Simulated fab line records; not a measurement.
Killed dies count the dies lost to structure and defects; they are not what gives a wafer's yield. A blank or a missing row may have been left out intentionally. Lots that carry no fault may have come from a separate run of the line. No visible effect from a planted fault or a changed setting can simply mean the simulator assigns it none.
What tool caused it? ; flow nand_harc ; Sampling: 12 lots, 36 wafers, 6 of 1159 route steps

## WHAT THE GAUGES SHOWED, per wafer
NHARC_A_SGD_CUT_OVL_MEAS_10.
lot;measured;on;overlay_x_nm (nm)
L077;day 14 12:58;overlay-01;-0.6 -0.2 0.1
L076;day 14 19:35;overlay-02;0.5 0.4 0.0
L079;day 14 19:38;overlay-01;-0.2 -0.8 -0.5
L081;day 15 07:58;overlay-01;0.5 0.7 0.9
L082;day 16 00:20;overlay-01;-1.4 -1.9 -1.6
L085;day 16 13:30;overlay-02;-0.8 -0.6 -0.7
L087;day 17 02:13;overlay-02;0.0 0.2 0.5
L090;day 17 12:46;overlay-02;-0.8 -1.0 -0.3
L091;day 18 03:02;overlay-01;0.2 0.0 0.3
L093;day 18 05:42;overlay-01;1.1 1.6 1.2
L095;day 18 23:42;overlay-02;1.8 1.5 1.7
L096;day 19 11:25;overlay-01;0.4 0.5 0.3

## WHAT TOOL EACH LOT RAN ON (gives the tool, then ch and the chambers of the sampled wafers, and finally the start)
lot;NHARC_A_STAIRCASE_DEP_259;NHARC_A_STAIRCASE_ETCH_452;NHARC_A_STAIRCASE_STRIP_316;NHARC_A_STAIRCASE_DEP_322;NHARC_A_STAIRCASE_CMP_152
L077;pecvd-01 ch 0,1, day 12 05:29;rie_diel-02 ch 1,3, day 13 16:17 or earlier;rie_diel-02 ch 0,3, day 13 16:17 or earlier;pecvd-01 ch 0,1,2, day 13 16:17;cmp-01 ch 1,3, day 14 10:22
L076;pecvd-02 ch 0,1,2, day 12 09:51;rie_diel-07 ch 0,2,3, day 13 20:20 or earlier;rie_diel-08 ch 0,2,3, day 13 20:20 or earlier;pecvd-02 ch 0,1, day 13 20:20;cmp-03 ch 0,1,2, day 14 16:55
L079;pecvd-01 ch 0,2, day 12 16:14;rie_diel-07 ch 0,3, day 13 20:20 or earlier;rie_diel-02 ch 0,1, day 13 20:20 or earlier;pecvd-03 ch 0,1,2, day 13 20:20;cmp-01 ch 0,1,2, day 14 17:01
L081;pecvd-01 ch 0,1,2, day 12 23:29;rie_diel-02 ch 1,3, day 14 05:56 or earlier;rie_diel-07 ch 0,2, day 14 05:56 or earlier;pecvd-03 ch 0,1, day 14 05:56;cmp-03 ch 0,2, day 15 05:28
L082;pecvd-03 ch 0,2, day 13 17:29;rie_diel-02 ch 0,2, day 15 03:05 or earlier;rie_diel-07 ch 1,3, day 15 03:05 or earlier;pecvd-01 ch 0,1,2, day 15 03:05;cmp-02 ch 0,2, day 15 21:43
L085;pecvd-02 ch 0,1,2, day 14 03:02;rie_diel-08 ch 0,2,3, day 15 13:17 or earlier;rie_diel-02 ch 2,3, day 15 13:17 or earlier;pecvd-03 ch 0,2, day 15 13:17;cmp-01 ch 0,1,2, day 16 10:49
L087;pecvd-01 ch 1,2, day 14 14:50;rie_diel-07 ch 0,3, day 15 23:25 or earlier;rie_diel-08 ch 1,2,3, day 15 23:25 or earlier;pecvd-02 ch 0,1, day 15 23:25;cmp-02 ch 0,2,3, day 16 23:23
L090;pecvd-01 ch 0,2, day 15 06:54;rie_diel-08 ch 0,2,3, day 16 12:58 or earlier;rie_diel-02 ch 1,2, day 16 12:58 or earlier;pecvd-02 ch 0,2, day 16 12:58;cmp-02 ch 0,1, day 17 10:07
L091;pecvd-03 ch 0,2, day 15 15:59;rie_diel-08 ch 0,1,3, day 17 02:08 or earlier;rie_diel-07 ch 0,1,2, day 17 02:08 or earlier;pecvd-03 ch 0,1,2, day 17 02:08;cmp-02 ch 0,1,3, day 18 00:21
L093;pecvd-02 ch 0,1,2, day 16 01:58;rie_diel-08 ch 0,2,3, day 17 09:10 or earlier;rie_diel-08 ch 0,2,3, day 17 09:10 or earlier;pecvd-03 ch 0,1, day 17 09:10;cmp-02 ch 0,3, day 18 03:11
L095;pecvd-02 ch 0,1, day 16 15:00;rie_diel-02 ch 1,3, day 17 19:17 or earlier;rie_diel-07 ch 1,2,3, day 17 19:17 or earlier;pecvd-01 ch 0,1, day 17 19:17;cmp-01 ch 0,2,3, day 18 20:48
L096;pecvd-01 ch 0,1, day 16 21:50;rie_diel-02 ch 1,2,3, day 18 09:44 or earlier;rie_diel-07 ch 0,1,3, day 18 09:44 or earlier;pecvd-02 ch 0,2, day 18 09:44;cmp-01 ch 0,1,3, day 19 08:50
- NHARC_A_STAIRCASE_DEP_259: deposits SiON, target thk 30 nm.
- NHARC_A_STAIRCASE_ETCH_452: etches the open film in CF4/O2, target depth 30 nm, overetch 3 nm, time 16.5 s.
- NHARC_A_STAIRCASE_STRIP_316: strips in O2.
- NHARC_A_STAIRCASE_DEP_322: deposits SiO2, target thk 3800 nm.
- NHARC_A_STAIRCASE_CMP_152: polishes.

## THE ANSWER, worked out from the rows above alone
Rule: the usual values come from the lots themselves. The widest of any qualifying gaps counts: lots, ordered by their means at a reading, are off when they make up no more than a third of the lots, leave a main group of 4 or more, and stand apart from it by 3 or more times the standard deviation of that group's means. If all means in a main group match to the digits the tables above print for the reading, that group is not used. Also off: a lot with no number at a reading for which 4 or more lots have one. All remaining lots with rows at the step are treated as sound.
No lot is off on any of the readings shown, so nothing can be concluded from this.

## WHAT HAD BEEN PUT IN BY THE SIMULATOR
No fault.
